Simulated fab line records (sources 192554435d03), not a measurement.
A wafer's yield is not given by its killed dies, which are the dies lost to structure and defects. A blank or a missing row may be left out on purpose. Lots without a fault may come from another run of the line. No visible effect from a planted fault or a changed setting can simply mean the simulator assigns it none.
fab line records    flow n5_finfet
record lots=9  wafers=25  last_day=18
route steps=1938 shown DUMMY_GATE@251 SD_EPI_N@271 SD_ACTIVATION@332 BEOL_M4@1111
lots that met no fault: taken from a fault-free run of the same line
start_h: hours from the record's opening day to when the first of the lot's shown wafers began    wait_h: time in hours since the lot's previous step    " unchanged from the row above    L1.1+2: a single row standing in for several wafers    - no value present, or no start provided    * or withheld: withheld    < > ~ a bound
route shown NAME@n: NAME is a module with steps in the file, n the number in the route of the first one    usual: mean/standard deviation taken from wafers without a fault    same: alike in all rows    chamber/n: place in a boat    sites: the reading at each site    _std_site: the values' standard deviation    _edge_site: the outer-site mean with the inner-site mean subtracted    radius_mm: for every site, how far away it sits from the centre of the wafer    mask NAME#n: copy n    behind: the tool/chamber that last shaped the wafer    hold: cause of the lot's hold/its duration in hours/its outcome    device: names the non-switching transistor (n, p or np)    end of line: the same wafers' tests at the end of the route    for a step that has no rows: nothing shown but its recipe    killed: not the wafer's yield, but the dies lost to structure and defects at the first sort    map: a wafer's dies, x killed, . not, _ none there
set.NAME: setting as actually run; set.NAME@STEP: the setting as run at that earlier step    model.NAME: the simulator's own value behind a step, which no gauge read
one table for each step of the route and one row for each wafer, over a sample of lots
services: a tool's chamber out of use, with start hour (start_h, from the record's first day; less than 0 if before it), hours out, and reason
## steps
# step N5_DUMMY_GATE_STRIP_48
# recipe chemistry=N2/H2  time_s=20  power_w=100  temp_c=40  pressure_mtorr=100  rf_frequency_hz=6e+07  bias_power_w=3  n2_flow_sccm=300  h2_flow_sccm=300
# usual chamber_pressure_mTorr=100.00/0.098  drypump_motor_current_A=5.8/0.37  oes_product_au=0.77/0.083  rf_vpp_V=45.4/0.81  showerhead_plenum_p_Torr=3.40/0.11  throttle_valve_pct=12.29/0.23
lot.wafer  tool         chamber  start_h  wait_h  chamber_pressure_mTorr  drypump_motor_current_A  oes_product_au  rf_hours_counter_h  rf_vpp_V  showerhead_plenum_p_Torr  throttle_valve_pct
L985.1     rie_diel-01  0        57.70    0.0     99.90                   6.3                      0.91            17                  46.5      3.47                      12.23
L985.4     "            2        "        "       100.08                  5.9                      0.72            222                 43.9      3.18                      12.38
L985.6     "            1        "        "       99.95                   5.8                      0.72            -                   46.2      3.50                      12.63
L988.1     rie_diel-02  2        73.44    0.0     100.05                  6.2                      0.71            188                 45.3      3.37                      12.22
L988.3     "            0        "        "       100.06                  5.5                      0.77            136                 47.1      3.52                      12.48
L988.6     "            0        "        "       99.99                   5.5                      0.77            -                   45.9      3.52                      12.48
L990.1     rie_diel-05  1        84.15    0.0     100.00                  6.1                      0.77            112                 42.7      3.38                      12.10
L990.3     "            3        "        "       100.11                  5.8                      0.71            213                 46.6      3.46                      12.44
L990.4     "            2        "        "       100.12                  5.0                      0.76            145                 45.7      3.23                      12.03
L991.1     rie_diel-01  3        89.31    0.0     99.81                   5.9                      0.89            31                  45.0      3.43                      12.02
L991.4     "            1        "        "       99.94                   5.8                      0.71            225                 45.0      3.49                      12.64
L991.6     "            2        "        "       99.97                   5.9                      0.71            -                   44.0      3.18                      12.42
L999.2     rie_diel-05  3        137.91   0.0     100.00                  5.8                      0.69            222                 45.3      3.46                      12.45
L999.5     "            0        "        "       99.87                   6.1                      0.70            -                   46.4      3.48                      12.49
L100.1     rie_diel-01  1        144.06   0.0     99.98                   5.8                      0.70            238                 44.4      3.48                      12.69
L100.6     "            1        "        "       100.04                  5.8                      0.70            -                   46.6      3.48                      12.68
L101.1     rie_diel-05  1        152.18   0.0     100.24                  6.1                      0.78            125                 45.6      3.37                      12.12
L101.4     "            0        "        "       100.05                  6.1                      0.70            206                 46.7      3.48                      12.49
L101.6     "            2        "        "       100.05                  5.0                      0.75            -                   43.8      3.22                      12.05
L102.2     rie_diel-01  3        155.14   0.0     100.09                  5.8                      0.87            46                  45.1      3.42                      12.07
L102.3     "            2        "        "       100.06                  5.9                      0.69            246                 45.8      3.17                      12.45
L102.6     "            1        "        "       100.02                  5.8                      0.70            -                   45.3      3.48                      12.70
L103.1     rie_diel-02  2        162.99   0.0     100.23                  6.2                      0.70            208                 46.6      3.36                      12.25
L103.3     "            0        "        "       100.10                  5.5                      0.76            155                 46.4      3.51                      12.54
L103.5     "            1        "        "       99.93                   5.7                      0.95            -                   45.3      3.45                      11.80
# step N5_SD_EPI_N_OVL_MEAS_10
# recipe points_per_wafer=44
# usual SD_N_BLK_OVL=0.5/0.74
lot.wafer  tool        chamber  start_h  wait_h  SD_N_BLK_OVL[nm]
L985.1     overlay-02  0        58.92    0.0     0.0
L985.4     "           0        "        "       -0.6
L985.6     "           0        "        "       -1.1
L988.1     overlay-01  0        74.54    0.0     1.0
L988.3     "           0        "        "       -0.6
L988.6     "           0        "        "       1.0
L990.1     overlay-01  0        85.64    0.0     2.4
L990.3     "           0        "        "       1.2
L990.4     "           0        "        "       1.5
L991.1     overlay-01  0        90.53    0.0     0.7
L991.4     "           0        "        "       0.1
L991.6     "           0        "        "       0.3
L999.2     overlay-01  0        139.66   0.0     -0.3
L999.5     "           0        "        "       -0.1
L100.1     overlay-02  0        145.53   0.0     -0.3
L100.6     "           0        "        "       0.9
L101.1     overlay-01  0        153.40   0.0     -0.7
L101.4     "           0        "        "       -0.6
L101.6     "           0        "        "       0.2
L102.2     overlay-01  0        156.39   0.0     1.5
L102.3     "           0        "        "       -0.3
L102.6     "           0        "        "       1.0
L103.1     overlay-02  0        164.08   0.0     -0.2
L103.3     "           0        "        "       1.5
L103.5     "           0        "        "       0.0
# step N5_SD_EPI_N_ETCHBACK_44
# recipe chemistry=CH3F/O2  mode=anisotropic_etchback  target=SiNx  target_depth_a=145  stop_on=SiO2  over_etch_frac=0.3  ion_energy_ev=120  pressure_mtorr=30  source_w=395  bias_w=73  Ar_flow_sccm=150  CH3F_flow_sccm=30  O2_flow_sccm=20
# usual chamber_pressure_mTorr=29.998/0.027  drypump_motor_current_A=5.7/0.48  oes_product_au=0.70/0.07  rf_vpp_V=299/4.5  showerhead_plenum_p_Torr=2.01/0.073  throttle_valve_pct=16.30/0.21
lot.wafer  tool         chamber  start_h  wait_h  chamber_pressure_mTorr  drypump_motor_current_A  oes_product_au  rf_hours_counter_h  rf_vpp_V  showerhead_plenum_p_Torr  throttle_valve_pct
L985.1     rie_diel-04  1        59.47    0.0     30.030                  5.7                      0.67            147                 294       1.91                      15.99
L985.4     "            0        "        "       29.961                  4.9                      0.74            56                  290       1.96                      16.36
L985.6     "            3        "        "       29.947                  5.8                      0.63            -                   291       2.02                      16.26
L988.1     rie_diel-03  1        75.01    0.0     29.977                  6.3                      0.71            65                  304       2.04                      16.06
L988.3     "            3        "        "       29.996                  5.7                      0.73            60                  293       1.95                      16.13
L988.6     "            2        "        "       30.001                  5.6                      0.77            -                   306       1.94                      16.30
L990.1     rie_diel-03  1        86.12    0.0     29.981                  6.3                      0.70            68                  301       2.04                      16.09
L990.3     "            0        "        "       29.995                  5.1                      0.70            75                  298       2.10                      16.34
L990.4     "            2        "        "       29.969                  5.6                      0.75            42                  304       1.94                      16.32
L991.1     rie_diel-06  0        91.01    0.0     30.085                  5.2                      0.58            245                 297       2.04                      16.59
L991.4     "            2        "        "       30.042                  5.4                      0.61            -                   298       2.06                      16.51
L991.6     "            0        "        "       29.986                  5.3                      0.58            -                   298       2.04                      16.59
L999.2     rie_diel-03  1        140.13   0.0     29.998                  6.3                      0.70            82                  304       2.04                      16.10
L999.5     "            3        "        "       29.991                  5.7                      0.71            -                   294       1.95                      16.14
L100.1     rie_diel-03  0        146.01   0.0     29.979                  5.2                      0.69            93                  298       2.10                      16.34
L100.6     "            1        "        "       29.996                  6.3                      0.69            -                   302       2.04                      16.11
L101.1     rie_diel-03  3        153.87   0.0     30.030                  5.7                      0.70            83                  294       1.94                      16.16
L101.4     "            0        "        "       30.001                  5.2                      0.68            96                  299       2.09                      16.35
L101.6     "            3        "        "       30.022                  5.7                      0.70            -                   293       1.94                      16.19
L102.2     rie_diel-03  0        156.86   0.0     29.967                  5.2                      0.68            96                  298       2.09                      16.35
L102.3     "            1        "        "       29.988                  6.3                      0.70            88                  304       2.03                      16.11
L102.6     "            1        "        "       29.983                  6.3                      0.69            -                   303       2.03                      16.13
L103.1     rie_diel-06  0        164.55   0.0     30.032                  5.2                      0.80            9                   296       2.03                      16.12
L103.3     "            1        "        "       29.935                  5.9                      0.78            28                  301       2.13                      16.17
L103.5     "            0        "        "       29.960                  5.2                      0.80            -                   297       2.03                      16.12
# step N5_SD_EPI_N_EPI_21
# recipe material=Si:P  dopant=P  temp_c=680  pressure_torr=255  time_s=690
# usual epi_growth_time_s=690/0
lot.wafer  tool          chamber  start_h  wait_h  epi_growth_time_s
L985.1     epi_rpcvd-02  0        60.91    0.2     690
L985.4     "             0        62.03    1.2     690
L985.6     "             0        "        "       690
L988.1     epi_rpcvd-01  0        76.53    0.3     690
L988.3     "             0        "        "       690
L988.6     "             0        79.02    2.5     690
L990.1     epi_rpcvd-01  0        87.40    0.1     690
L990.3     "             0        "        "       690
L990.4     "             0        "        "       690
L991.1     epi_rpcvd-01  0        92.28    0.1     690
L991.4     "             0        "        "       690
L991.6     "             0        "        "       690
L999.2     epi_rpcvd-02  0        141.97   0.5     803.34
L999.5     "             0        143.09   1.5     690
L100.1     epi_rpcvd-04  0        148.12   0.4     690
L100.6     "             0        151.44   3.3     690
L101.1     epi_rpcvd-01  0        155.19   0.2     690
L101.4     "             0        156.31   1.2     690
L101.6     "             0        "        "       690
L102.2     epi_rpcvd-04  0        159.04   0.7     690
L102.3     "             0        "        "       690
L102.6     "             0        161.03   2.5     690
L103.1     epi_rpcvd-01  0        165.82   0.1     690
L103.3     "             0        "        "       690
L103.5     "             0        "        "       690
# step N5_SD_EPI_N_EPI_MEAS_23
# recipe mode=xrd
# usual thk_nm=58.9/1.1
lot.wafer  tool           chamber  start_h  wait_h  thk_nm
L985.1     film_metro-02  -        63.20    1.9     57.9
L985.4     "              -        "        "       56.6
L985.6     "              -        "        "       56.8
L988.1     film_metro-02  -        79.55    2.5     58.6
L988.3     "              -        "        "       58.1
L988.6     "              -        "        "       59.0
L990.1     film_metro-01  -        89.11    1.4     56.6
L990.3     "              -        "        "       57.4
L990.4     "              -        "        "       58.6
L991.1     film_metro-01  -        94.00    1.4     58.5
L991.4     "              -        "        "       58.7
L991.6     "              -        "        "       58.2
L999.2     film_metro-01  -        143.88   1.5     65.5
L999.5     "              -        "        "       59.6
L100.1     film_metro-01  -        152.16   3.4     59.4
L100.6     "              -        "        "       58.6
L101.1     film_metro-02  -        157.46   1.9     59.6
L101.4     "              -        "        "       57.3
L101.6     "              -        "        "       57.0
L102.2     film_metro-01  -        161.58   2.0     59.8
L102.3     "              -        "        "       59.6
L102.6     "              -        "        "       58.6
L103.1     film_metro-02  -        167.54   1.4     56.8
L103.3     "              -        "        "       59.3
L103.5     "              -        "        "       60.3
# step N5_SD_ACTIVATION_RS_MEAS_03
# recipe thk_meas_gauge=four-point-probe
# usual RS_SD_N=21.92/0.25  RS_SD_P=56.0/0.86
lot.wafer  tool           chamber  start_h  wait_h  RS_SD_N[ohm/sq]  RS_SD_P[ohm/sq]
L985.1     film_metro-01  -        69.10    0.2     22.36            55.6
L985.4     "              -        "        "       22.22            55.4
L985.6     "              -        "        "       22.30            56.1
L988.1     film_metro-02  -        85.07    0.2     21.70            54.5
L988.3     "              -        "        "       21.85            53.9
L988.6     "              -        "        "       21.78            54.9
L990.1     film_metro-02  -        95.25    0.2     22.20            56.4
L990.3     "              -        "        "       22.33            56.1
L990.4     "              -        "        "       22.06            56.2
L991.1     film_metro-02  -        99.33    0.2     21.93            56.2
L991.4     "              -        "        "       22.17            56.4
L991.6     "              -        "        "       21.92            56.6
L999.2     film_metro-01  -        150.07   0.2     19.97            56.5
L999.5     "              -        "        "       21.92            56.7
L100.1     film_metro-01  -        158.06   0.2     22.11            56.0
L100.6     "              -        "        "       22.00            55.7
L101.1     film_metro-02  -        163.64   0.2     21.76            56.5
L101.4     "              -        "        "       21.97            57.3
L101.6     "              -        "        "       21.97            57.3
L102.2     film_metro-01  -        168.79   0.2     21.72            55.4
L102.3     "              -        "        "       22.02            55.1
L102.6     "              -        "        "       22.00            55.0
L103.1     film_metro-02  -        173.25   0.2     22.23            57.1
L103.3     "              -        "        "       22.10            57.5
L103.5     "              -        "        "       22.09            58.2
# step N5_BEOL_M4_RC_MEAS_101
# usual DIBL_N=36.0/2.2  DIBL_P=36.2/2.4  IOFF_N=0.16/0.035  IOFF_P=0.21/0.037  ION_N=672/13  ION_P=461/7  RS_SD_N=28.4/0.32  SS_N=71.4/0.69  SS_P=73.2/0.75  VT_N=250/3.4  VT_P=-251/3
lot.wafer  tool       chamber  start_h  wait_h  DIBL_N[mV/V]  DIBL_P[mV/V]  IOFF_N[nA/um]  IOFF_P[nA/um]  ION_N[uA/um]  ION_P[uA/um]  RS_SD_N[ohm/sq]  SS_N[mV/dec]  SS_P[mV/dec]  VT_N[mV]  VT_P[mV]
L985.1     prober-02  0        207.70   0.0     33.4          33.8          0.13           0.17           678           460           28.9             70.8          72.1          252       -251
L985.4     "          0        "        "       30.8          32.2          0.10           0.16           659           462           28.8             70.2          72.1          257       -254
L985.6     "          0        "        "       33.7          34.7          0.14           0.19           679           465           28.8             70.8          72.4          249       -253
L988.1     prober-02  0        232.31   0.0     34.8          35.5          0.14           0.20           672           463           28.3             70.9          73.6          252       -252
L988.3     "          0        "        "       34.9          35.1          0.14           0.20           666           462           28.4             70.7          72.9          251       -248
L988.6     "          0        "        "       33.5          34.3          0.12           0.18           661           457           28.3             70.3          72.7          254       -251
L990.1     prober-01  0        235.09   0.0     35.2          34.8          0.14           0.18           665           455           28.9             71.1          72.2          253       -255
L990.3     "          0        "        "       32.3          32.9          0.11           0.16           655           454           28.7             70.3          71.8          254       -252
L990.4     "          0        "        "       35.6          36.0          0.14           0.19           667           461           28.7             71.0          72.8          251       -254
L991.1     prober-02  0        235.70   0.0     34.2          33.5          0.13           0.18           675           465           28.4             70.3          72.5          252       -250
L991.4     "          0        "        "       36.7          37.9          0.18           0.24           684           471           28.5             71.8          73.6          246       -246
L991.6     "          0        "        "       36.2          36.5          0.16           0.22           683           460           28.7             70.8          73.1          249       -250
L999.2     prober-02  0        299.60   0.2     35.1          36.3          0.15           0.22           667           461           25.8             71.1          73.1          248       -250
L999.5     "          0        "        "       35.8          37.0          0.16           0.23           677           463           28.4             71.8          73.0          250       -248
L101.1     prober-01  0        302.65   0.0     36.3          34.9          0.13           0.19           659           452           28.0             71.5          73.4          252       -250
L101.4     "          0        "        "       32.1          30.5          0.09           0.14           651           450           28.6             69.7          72.0          258       -256
L101.6     "          0        "        "       32.0          30.6          0.09           0.14           647           452           28.6             69.8          71.9          259       -254
L100.1     prober-02  0        303.93   0.0     34.0          34.4          0.13           0.17           664           454           28.6             71.3          72.1          252       -252
L100.6     "          0        "        "       34.9          34.8          0.14           0.18           663           455           28.4             72.2          72.4          252       -253
L102.2     prober-01  0        304.76   0.2     40.9          41.1          0.26           0.30           700           476           28.3             72.6          75.2          243       -247
L102.3     "          0        "        "       38.3          37.2          0.18           0.23           689           466           28.6             71.8          73.6          249       -251
L102.6     "          0        "        "       38.9          38.2          0.20           0.24           691           462           28.4             71.8          74.7          249       -249
L103.1     prober-02  0        322.04   0.0     35.0          35.2          0.14           0.18           658           455           28.6             70.9          72.9          252       -250
L103.3     "          0        "        "       33.6          33.7          0.11           0.16           645           447           28.4             70.1          71.8          254       -254
L103.5     "          0        "        "       33.6          34.3          0.12           0.16           649           451           28.5             70.0          71.6          255       -253
## services
tool          chamber  start_h  hours  kind
rie_diel-04   0        33.73    4.9    repair
rie_diel-06   3        40.78    3.3    repair
rie_diel-06   1        49.39    -      clean
rie_diel-06   1        49.39    -      consumable_replace:focus_ring
rie_diel-06   1        49.39    -      consumable_replace:showerhead
rie_diel-06   1        49.39    21.1   scheduled_down
rie_diel-06   1        49.39    21.1   vent_cycle
epi_rpcvd-01  -        49.75    1.5    repair
rie_diel-02   3        58.21    -      clean
rie_diel-02   3        58.21    -      consumable_replace:focus_ring
rie_diel-02   3        58.21    -      consumable_replace:showerhead
rie_diel-02   3        58.21    20.1   scheduled_down
rie_diel-02   3        58.21    20.1   vent_cycle
rie_diel-03   0        72.76    9.1    repair
rie_diel-06   -        74.08    0.7    repair
rie_diel-01   3        78.87    5.7    repair
epi_rpcvd-01  -        85.17    0.8    repair
rie_diel-05   1        109.28   4.8    repair
epi_rpcvd-01  -        135.29   0.8    repair
epi_rpcvd-01  -        140.49   8.1    pm
rie_diel-05   1        140.73   9.1    repair
rie_diel-04   2        142.43   9.2    repair
rie_diel-01   3        144.44   4.0    repair
rie_diel-04   3        166.11   2.1    repair
## key
first_sign step=N5_SD_EPI_N_EPI_21  reading=epi_growth_time_s  direction=up  sigmas=99+  usual=*  struck=*
effect step=N5_SD_EPI_N_EPI_MEAS_23  reading=thk_nm  direction=up  sigmas=5.7  usual=*  struck=*
effect step=N5_SD_ACTIVATION_RS_MEAS_03  reading=RS_SD_N  direction=down  sigmas=7.8  usual=21.92  struck=19.97
effect step=N5_BEOL_M4_RC_MEAS_101  reading=RS_SD_N  direction=down  sigmas=8.1  usual=28.4  struck=25.8
met_at N5_SD_EPI_N_EPI_21
struck_lots L999
struck_wafers L999.2
not_acting_at N5_DUMMY_GATE_STRIP_48,N5_SD_EPI_N_OVL_MEAS_10,N5_SD_EPI_N_ETCHBACK_44
onset_between 60.91 141.97
fault kind=process_parameter_drift  tool=epi_rpcvd-02  chamber=-  onset_h=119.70  steps=N5_SD_EPI_N_EPI_21  channel=epi_growth_time_s  offset=*  shape=step  end_h=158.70  scope=struck_wafers_only  stated=*
